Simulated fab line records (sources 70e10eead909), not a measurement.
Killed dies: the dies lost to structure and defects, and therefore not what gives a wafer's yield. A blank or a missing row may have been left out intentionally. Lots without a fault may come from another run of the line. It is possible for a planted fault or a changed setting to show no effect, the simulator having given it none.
fab line records	flow nandHarc
record: lots: 11	wafers: 33	lastDay: 34
route steps=1302 shown A_CHANNEL_FILL_D2@616 A_STAIRCASE@651 END@1302
lots untouched by any fault: they come from a run of this same line in which no faults occurred
startH: hours from the record's first day to the start of the lot's first wafer shown	waitH: time in hours since the lot's previous step	" same as the row above	L1.1+2: one row covering several wafers at once	- no value, or no start given	* or withheld: withheld	< > ~ a bound
route shown NAME@n: NAME is a module with steps in the file, n the number in the route of the first one	usual: mean/standard deviation of fault-free wafers	same: alike in all rows	chamber/n: place in a boat	sites: per-site readings	_std_site: standard deviation across them	_edge_site: inner sites' mean taken away from outer sites' mean	radiusMm: for every site, how far away it sits from the centre of the wafer	mask NAME#n: copy n	behind: the last tool/chamber to shape the wafer	hold: why the lot was held/for how many hours/how that ended	device: whichever transistor did not switch (one of n, p or np)	end of line: the same wafers' tests at the end of the route	a step given without rows: its recipe and nothing more	killed: dies that structure and defects cost at the first sort, which is not the same as the wafer's yield	map: dies across one wafer; x = killed, . = not, _ = none there
set.NAME: the run value of the setting; set.NAME@STEP: its run value at that earlier step	model.NAME: the simulator's own value behind a step, which no gauge read
route steps across a sampled set of lots; one table per step, one row per wafer
services: a tool's chamber out of use, with start hour (startH, from the record's first day; less than 0 if before it), hours out, and reason
== steps ==
step: NHARC_A_CHANNEL_FILL_D2_ALD_16
recipe: targetThkA: 15	pulseTimeS: 10	aldCycles: 15	tempC: 300	material: SiO2
usual: heaterPowerW: 485/79	precursorPulseHeightRel: 1.002/0.019
lot.wafer	tool	chamber	startH	waitH	heaterPowerW	precursorPulseHeightRel	sinceWetCleanH
L819.3	aldHk-03	1	314.81	0.0	450	1.016	90
L819.6	"	1	"	"	457	1.001	-
L819.5	"	2	"	"	636	0.984	-
L820.1	aldHk-01	1	323.62	0.1	441	1.013	17
L820.2	"	2	"	"	590	1.032	17
L820.5	"	0	"	"	421	0.967	-
L822.3	aldHk-04	3	333.06	0.1	479	1.026	68
L822.2	"	1	"	"	501	0.981	68
L822.5	"	3	"	"	480	1.025	-
L828.1	aldHk-03	2	406.91	0.4	677	0.989	4
L828.2	"	3	"	"	471	0.971	4
L828.3	"	0	"	"	431	0.986	4
L836.4	aldHk-03	2	490.10	0.3	683	1.014	87
L836.2	"	0	"	"	412	0.981	88
L836.6	"	1	"	"	437	1.021	-
L837.1	aldHk-03	3	502.03	0.0	460	1.009	99
L837.2	"	0	"	"	419	0.980	99
L837.4	"	1	"	"	452	1.002	99
L838.1	aldHk-01	2	514.83	0.0	590	1.008	30
L838.4	"	1	"	"	441	0.985	30
L838.6	"	2	"	"	579	0.987	-
L839.4	aldHk-01	3	518.74	0.0	412	1.013	34
L839.1	"	0	"	"	428	1.020	34
L839.5	"	3	"	"	428	0.983	-
L840.2	aldHk-03	0	518.76	0.1	416	1.001	116
L840.6	"	3	"	"	458	1.027	-
L840.5	"	0	"	"	410	1.050	-
L841.3	aldHk-03	3	536.21	0.0	470	0.982	134
L841.4	"	0	"	"	421	0.982	134
L841.1	"	1	"	"	433	1.018	134
L842.2	aldHk-04	0	552.09	0.1	494	1.016	109
L842.1	"	1	"	"	485	0.995	109
L842.5	"	2	"	"	482	0.994	-
step: NHARC_A_CHANNEL_FILL_D2_STRIP_28
recipe: timeS: 20	o2FlowSccm: 500	arFlowSccm: 0	biasW: 0	chemistry: O2
usual: chamberPressureMTorr: 60.00/0.054	drypumpMotorCurrentA: 5.9/0.57	oesProductAu: 1.003/0.01	rfVppV: 57.8/0.77	showerheadPlenumPTorr: 3.55/0.14	throttleValvePct: 17.036/0.0097
same: biasW: 0
lot.wafer	tool	chamber	startH	waitH	chamberPressureMTorr	drypumpMotorCurrentA	oesProductAu	rfHoursCounterH	rfVppV	showerheadPlenumPTorr	throttleValvePct
L819.3	rieDiel-08	2	327.92	0.1	59.95	4.7	1.000	3.6	57.0	3.71	17.028
L819.6	"	1	"	"	60.05	5.9	1.009	-	58.5	3.64	17.041
L819.5	"	2	"	"	59.98	4.7	0.987	-	58.0	3.71	17.029
L820.2	rieDiel-08	0	335.68	0.1	60.02	6.1	1.007	4.0	58.8	3.34	17.027
L820.1	"	3	"	"	60.08	6.6	1.018	4.0	57.6	3.43	17.035
L820.5	"	0	"	"	60.03	6.1	1.013	-	57.5	3.34	17.043
L822.2	rieDiel-08	2	345.08	0.1	59.94	4.8	0.987	3.8	58.3	3.71	17.033
L822.3	"	3	"	"	60.08	6.6	0.996	4.2	57.7	3.43	17.062
L822.5	"	2	"	"	60.03	4.8	0.985	-	58.3	3.71	17.042
L828.2	rieDiel-08	2	419.68	0.1	60.03	4.8	1.011	0.9	57.7	3.71	17.014
L828.3	"	3	"	"	60.10	6.6	1.023	0.9	57.1	3.43	17.025
L828.1	"	1	"	"	59.88	6.0	0.987	1.0	58.0	3.64	17.047
L836.2	rieDiel-04	2	502.17	0.1	59.96	5.9	1.004	5.1	56.6	3.69	17.037
L836.4	"	3	"	"	60.03	6.2	0.988	5.0	57.7	3.51	17.039
L836.6	"	2	"	"	60.01	5.9	1.008	-	58.2	3.69	17.028
L837.2	rieDiel-08	0	513.73	0.1	60.05	6.1	1.003	3.1	56.3	3.34	17.027
L837.4	"	1	"	"	59.96	6.0	1.004	3.2	59.1	3.63	17.023
L837.1	"	2	"	"	59.98	4.7	0.999	3.2	57.7	3.71	17.056
L838.4	rieDiel-08	3	527.51	0.1	60.00	6.6	1.020	3.3	57.6	3.43	17.031
L838.1	"	2	"	"	60.02	4.7	1.010	3.3	59.1	3.71	17.045
L838.6	"	0	"	"	59.96	6.1	1.020	-	56.5	3.34	17.037
L839.1	rieDiel-03	2	531.35	0.1	60.01	5.2	1.008	11.7	59.0	3.69	17.023
L839.4	"	0	"	"	60.00	5.7	1.006	13.2	59.0	3.68	17.034
L839.5	"	2	"	"	60.10	5.2	1.001	-	58.8	3.69	17.029
L840.2	rieDiel-08	2	531.36	0.1	59.92	4.7	0.996	3.4	57.9	3.71	17.035
L840.5	"	3	"	"	60.07	6.6	1.015	-	56.8	3.43	17.036
L840.6	"	0	"	"	60.00	6.1	1.001	-	56.6	3.34	17.064
L841.4	rieDiel-04	3	548.20	0.1	60.04	6.2	0.990	0.4	57.7	3.51	17.033
L841.1	"	0	"	"	60.03	5.6	1.001	0.5	57.8	3.60	17.040
L841.3	"	1	"	"	60.00	6.4	0.999	0.4	56.9	3.66	17.025
L842.1	rieDiel-08	0	565.06	0.1	60.02	6.0	1.024	0.6	57.5	3.34	17.030
L842.2	"	1	"	"	59.93	6.0	1.003	0.5	57.9	3.63	17.056
L842.5	"	2	"	"	60.01	4.8	1.004	-	57.5	3.71	17.031
step: NHARC_A_STAIRCASE_ETCH_169
recipe: targetDepthA: 500	timeS: 107.1	ionEnergyEv: 120	ch3fFlowSccm: 50	o2FlowSccm: 30	arFlowSccm: 200	rfW: 500	biasW: 100	chemistry: CH3F/O2
usual: biasW: 100.0/0.3	ch3fFlowSccm: 50.00/0.14	chamberPressureMTorr: 25.001/0.023	drypumpMotorCurrentA: 5.6/0.43	oesProductAu: 0.962/0.015	rfVppV: 244.4/1.9	showerheadPlenumPTorr: 2.46/0.11	throttleValvePct: 20.663/0.009
lot.wafer	tool	chamber	startH	waitH	biasW	ch3fFlowSccm	chamberPressureMTorr	drypumpMotorCurrentA	oesProductAu	rfHoursCounterH	rfVppV	showerheadPlenumPTorr	throttleValvePct
L819.3	rieDiel-13	1	352.79	0.1	100.4	50.07	25.002	5.5	0.933	0	243.0	2.39	20.655
L819.6	"	1	"	"	100.1	49.94	24.995	5.5	0.932	-	244.7	2.39	20.668
L819.5	"	2	"	"	100.3	50.07	24.979	5.6	0.955	-	243.6	2.43	20.668
L820.2	rieDiel-05	3	360.75	0.2	99.9	50.07	25.016	5.2	0.960	43	245.7	2.53	20.652
L820.1	"	0	"	"	100.1	50.10	25.005	5.6	0.947	36	247.6	2.65	20.674
L820.5	"	2	"	"	100.0	50.06	25.003	6.5	0.942	-	242.3	2.30	20.660
L822.2	rieDiel-13	1	369.35	0.1	100.3	49.89	24.999	5.6	0.968	9	242.1	2.38	20.664
L822.3	"	2	"	"	100.0	49.94	24.997	5.6	0.986	2	244.0	2.43	20.667
L822.5	"	2	"	"	100.1	49.77	25.003	5.6	0.977	-	242.9	2.43	20.681
L828.3	rieDiel-05	1	445.61	0.2	99.7	49.78	24.975	5.3	0.933	11	241.3	2.34	20.669
L828.1	"	2	"	"	99.9	49.96	25.042	6.5	0.938	11	240.9	2.29	20.680
L828.2	"	3	"	"	99.8	50.01	24.978	5.2	0.939	8	245.4	2.52	20.664
L836.4	rieDiel-01	0	527.40	0.1	-	-	-	-	-	-	-	-	-
L836.2	"	3	"	"	-	-	-	-	-	-	-	-	-
L836.6	"	0	"	"	-	-	-	-	-	-	-	-	-
L837.2	rieDiel-13	3	540.42	0.1	-	-	-	-	-	-	-	-	-
L837.4	"	0	"	"	-	-	-	-	-	-	-	-	-
L837.1	"	1	"	"	-	-	-	-	-	-	-	-	-
L839.4	rieDiel-01	3	556.24	0.1	100.0	49.84	25.034	5.1	0.971	51	243.7	2.41	20.673
L839.1	"	0	"	"	100.1	50.12	24.990	5.4	0.971	54	245.0	2.45	20.657
L839.5	"	0	"	"	99.7	49.96	25.005	5.4	0.977	-	244.3	2.45	20.663
L840.2	rieDiel-01	1	556.54	0.1	100.1	50.10	24.983	6.2	0.958	46	245.3	2.60	20.671
L840.6	"	1	"	"	99.9	49.82	24.993	6.2	0.956	-	245.4	2.60	20.650
L840.5	"	2	"	"	99.6	50.09	25.026	6.0	0.977	-	246.0	2.60	20.668
L838.1	rieDiel-01	3	556.72	0.1	100.1	49.88	25.049	5.1	0.946	51	243.5	2.41	20.684
L838.4	"	2	"	"	99.8	49.90	25.004	6.0	0.955	52	245.8	2.60	20.656
L838.6	"	3	"	"	100.2	49.91	24.963	5.1	0.944	-	242.9	2.41	20.659
L841.4	rieDiel-01	1	574.75	0.1	100.3	49.77	25.044	6.2	0.974	3	247.9	2.60	20.651
L841.3	"	2	"	"	100.1	49.94	24.995	6.0	0.978	2	245.8	2.60	20.673
L841.1	"	0	"	"	100.1	50.16	25.022	5.4	0.955	2	245.2	2.45	20.659
L842.2	rieDiel-01	0	590.85	0.1	99.9	50.27	25.024	5.4	0.958	8	244.4	2.45	20.678
L842.1	"	2	"	"	100.1	50.05	24.984	5.9	0.965	7	245.8	2.59	20.659
L842.5	"	2	"	"	100.1	50.11	25.005	6.0	0.962	-	246.5	2.59	20.676
step: NHARC_A_STAIRCASE_TRIM_12
recipe: timeS: 211.2	o2FlowSccm: 500	arFlowSccm: 0	biasW: 0	chemistry: O2
usual: chamberPressureMTorr: 60.00/0.056	drypumpMotorCurrentA: 5.6/0.4	oesProductAu: 1.001/0.0087	rfVppV: 58.0/0.92	showerheadPlenumPTorr: 3.51/0.17	throttleValvePct: 17.036/0.0091
same: biasW: 0
lot.wafer	tool	chamber	startH	waitH	chamberPressureMTorr	drypumpMotorCurrentA	oesProductAu	rfHoursCounterH	rfVppV	showerheadPlenumPTorr	throttleValvePct
L819.3	rieDiel-05	3	355.50	0.1	60.01	5.2	1.002	42	58.8	3.63	17.044
L819.6	"	1	"	"	60.02	5.3	1.001	-	56.6	3.37	17.040
L819.5	"	2	"	"	59.96	6.5	0.977	-	57.0	3.31	17.046
L820.2	rieDiel-05	3	362.56	0.1	60.03	5.2	1.002	43	57.5	3.63	17.023
L820.1	"	0	"	"	59.95	5.6	0.997	36	57.0	3.79	17.038
L820.5	"	0	"	"	59.95	5.6	1.012	-	58.7	3.79	17.048
L822.2	rieDiel-01	0	371.09	0.1	59.89	5.4	0.988	51	58.2	3.55	17.049
L822.3	"	2	"	"	59.97	6.0	0.996	44	58.1	3.75	17.045
L822.5	"	3	"	"	60.11	5.1	0.990	-	57.6	3.50	17.045
L828.2	rieDiel-13	3	447.37	0.1	60.07	5.7	1.002	25	57.2	3.46	17.043
L828.3	"	0	"	"	59.94	5.3	0.987	33	58.6	3.32	17.032
L828.1	"	1	"	"	59.97	5.6	1.000	34	58.1	3.41	17.031
L836.2	rieDiel-13	3	529.38	0.1	59.95	5.7	1.013	0	56.3	3.45	17.020
L836.4	"	1	"	"	60.01	5.6	1.004	0	56.5	3.40	17.042
L836.6	"	3	"	"	59.99	5.7	1.003	-	57.2	3.45	17.043
L837.1	rieDiel-13	0	542.10	0.1	59.97	5.3	1.000	7	57.8	3.30	17.021
L837.4	"	1	"	"	60.03	5.5	1.006	7	56.8	3.40	17.022
L837.2	"	2	"	"	60.02	5.7	0.999	5	56.9	3.46	17.031
L839.4	rieDiel-05	3	558.08	0.1	59.96	5.1	1.006	38	59.6	3.60	17.022
L839.1	"	0	"	"	60.09	5.6	1.013	40	57.8	3.76	17.046
L839.5	"	0	"	"	60.16	5.6	1.016	-	58.8	3.75	17.045
L840.2	rieDiel-13	2	558.42	0.1	59.91	5.6	1.019	9	58.5	3.46	17.045
L840.5	"	2	"	"	60.04	5.6	1.005	-	56.8	3.46	17.038
L840.6	"	3	"	"	59.92	5.7	1.013	-	57.6	3.44	17.053
L838.1	rieDiel-05	1	558.64	0.1	59.93	5.3	0.990	42	59.1	3.34	17.030
L838.4	"	2	"	"	60.03	6.5	1.002	46	57.2	3.27	17.040
L838.6	"	0	"	"	60.00	5.6	1.002	-	58.6	3.75	17.040
L841.1	rieDiel-13	1	576.67	0.1	60.04	5.6	0.991	18	56.9	3.39	17.049
L841.4	"	3	"	"	59.98	5.7	1.011	21	57.3	3.44	17.037
L841.3	"	0	"	"	60.04	5.3	0.995	21	57.9	3.29	17.016
L842.2	rieDiel-01	0	593.18	0.1	60.04	5.4	1.001	8	58.3	3.52	17.044
L842.1	"	2	"	"	60.04	6.0	1.005	7	57.8	3.72	17.033
L842.5	"	0	"	"	59.96	5.4	0.994	-	58.0	3.52	17.018
step: NHARC_END_SORT_01
recipe: tempC: 25
usual: killedAtArray: 59/24	killedAtOther: 0.7/1.2	killedAtPeriphery: 3.5/2.6	killedDies: 63/24	killedOpen: 3.2/2.1	killedShort: 2.4/1.5
same: grossDies: 677
lot.wafer	tool	chamber	startH	waitH	killedAtArray	killedAtOther	killedAtPeriphery	killedDies	killedOpen	killedShort
L828.1	prober-01	0	668.67	2.5	60	3	3	66	1	2
L837.1	prober-01	0	745.22	2.5	670	2	5	677	6	1
L837.2	prober-01	0	746.03	2.8	676	0	1	677	6	6
L837.4	prober-01	0	747.63	3.4	676	0	1	677	2	0
L836.2	prober-01	0	767.38	2.8	671	1	5	677	8	1
L836.4	prober-01	0	768.97	3.4	675	0	2	677	1	2
L836.6	prober-01	0	770.57	4.0	673	1	3	677	4	2
killed by level:class
L828.1 A_CHANNEL_HOLE_D1:chamberFilmFlake=28 A_CHANNEL_HOLE_D2:chamberFilmFlake=17 A_CONTACT:chamberFilmFlake=5 A_STAIRCASE:chamberFilmFlake=3 THIN_TSV:chamberFilmFlake=3 A_WL_FILL:chamberFilmFlake=2 A_DECK1_JOINT:geometricParticle:open=1 A_CHANNEL_FILL_D2:geometricParticle:short=1
L837.1 A_STAIRCASE:areaEtch=577 A_CHANNEL_HOLE_D1:chamberFilmFlake=33 A_SLIT:chamberFilmFlake=30 A_CHANNEL_HOLE_D2:chamberFilmFlake=24 P_M0:geometricParticle:open=2 A_ZERO_WELL:chamberFilmFlake=2 P_STI:geometricParticle:open=1 A_CHANNEL_FILL_D2:geometricParticle:open=1
L837.2 A_STAIRCASE:areaEtch=576 A_CHANNEL_HOLE_D1:chamberFilmFlake=30 A_SLIT:chamberFilmFlake=27 A_CHANNEL_HOLE_D2:chamberFilmFlake=26 A_STAIRCASE:chamberFilmFlake=3 A_CHANNEL_FILL_D2:geometricParticle:open=2 A_SGD_CUT:geometricParticle:short=2 A_ZERO_WELL:chamberFilmFlake=2
L837.4 A_STAIRCASE:areaEtch=584 A_CHANNEL_HOLE_D1:chamberFilmFlake=33 A_SLIT:chamberFilmFlake=23 A_CHANNEL_HOLE_D2:chamberFilmFlake=21 A_STAIRCASE:chamberFilmFlake=7 A_DECK1_JOINT:chamberFilmFlake=2 A_CONTACT:chamberFilmFlake=2 A_CHANNEL_FILL_D1:geometricParticle:open=1
L836.2 A_STAIRCASE:areaEtch=641 A_SGD_CUT:chamberFilmFlake=7 A_CHANNEL_HOLE_D1:chamberFilmFlake=5 A_STAIRCASE:chamberFilmFlake=5 P_GATE:chamberFilmFlake=3 A_SLIT:chamberFilmFlake=3 A_ONON_D2:geometricParticle:open=2 A_M0:geometricParticle:open=2
L836.4 A_STAIRCASE:areaEtch=631 A_CHANNEL_HOLE_D1:chamberFilmFlake=14 A_STAIRCASE:chamberFilmFlake=9 A_SLIT:chamberFilmFlake=9 A_SGD_CUT:chamberFilmFlake=3 A_CONTACT:chamberFilmFlake=2 A_CHANNEL_HOLE_D1:geometricParticle:open=1 A_ONON_D2:geometricParticle:short=1
L836.6 A_STAIRCASE:areaEtch=632 A_CHANNEL_HOLE_D1:chamberFilmFlake=11 A_STAIRCASE:chamberFilmFlake=9 A_SLIT:chamberFilmFlake=5 A_SGD_CUT:chamberFilmFlake=3 A_WL_FILL:chamberFilmFlake=3 A_CHANNEL_FILL_D1:chamberFilmFlake=2 P_CONTACT:geometricParticle:short=1
== services ==
tool	chamber	startH	hours	kind
rieDiel-05	2	299.74	14.9	repair
rieDiel-08	2	309.89	3.1	repair
rieDiel-01	2	318.76	8.3	repair
rieDiel-13	-	342.18	9.0	pm
rieDiel-13	2	353.03	8.5	repair
rieDiel-13	3	356.16	5.9	repair
rieDiel-08	2	359.86	12.1	repair
rieDiel-13	-	362.98	1.1	repair
rieDiel-08	-	367.80	9.0	pm
rieDiel-01	1	370.55	30.6	repair
rieDiel-01	-	380.95	9.0	pm
aldHk-03	-	392.64	10.0	pm
rieDiel-05	-	406.63	9.0	pm
rieDiel-08	0	415.25	4.6	repair
rieDiel-01	-	431.97	0.4	repair
rieDiel-13	2	445.07	16.4	repair
rieDiel-01	3	452.02	15.6	repair
rieDiel-13	0	499.96	6.0	repair
rieDiel-05	3	519.22	5.4	repair
rieDiel-13	-	520.19	9.0	pm
rieDiel-08	-	544.80	9.0	pm
rieDiel-01	-	557.95	9.0	pm
rieDiel-08	3	558.32	8.6	repair
rieDiel-01	3	587.32	13.6	repair
== key ==
firstSign: step: NHARC_A_STAIRCASE_ETCH_169	reading: toolRecord	direction: missing
effect: step: NHARC_END_SORT_01	reading: killedAtArray	direction: up	sigmas: 26	usual: 59	struck: 674
moreKillsBornAt: NHARC_A_STAIRCASE_ETCH_169@rieDiel-01: 1905	NHARC_A_STAIRCASE_ETCH_169@rieDiel-13: 1737
metAt NHARC_A_STAIRCASE_ETCH_169
struckLots L836,L837
laterRowsLeftOut L836.2,L836.4,L836.6,L837.1,L837.2,L837.4
testerLeftOut L836,L837
notActingAt NHARC_A_CHANNEL_FILL_D2_ALD_16,NHARC_A_CHANNEL_FILL_D2_STRIP_28,NHARC_A_STAIRCASE_TRIM_12
onsetBetween 369.35 527.40
fault: kind: skippedStepWhole	tool: rieDiel-01,rieDiel-13	chamber: -	onsetH: 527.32	steps: NHARC_A_STAIRCASE_ETCH_169	scope: struckLotsOnly
testerLeftOut: of these lots the tester's yield and bins aren't shown, on N5 and GAA mostly nor the transistor test; their killed dies are dies lost to structure and defects alone, not to doping, threshold or leakage, so they don't give the yield
laterRowsLeftOut: the simulator's readings of these wafers behind a module that went badly wrong aren't trusted and aren't shown, but for the sort
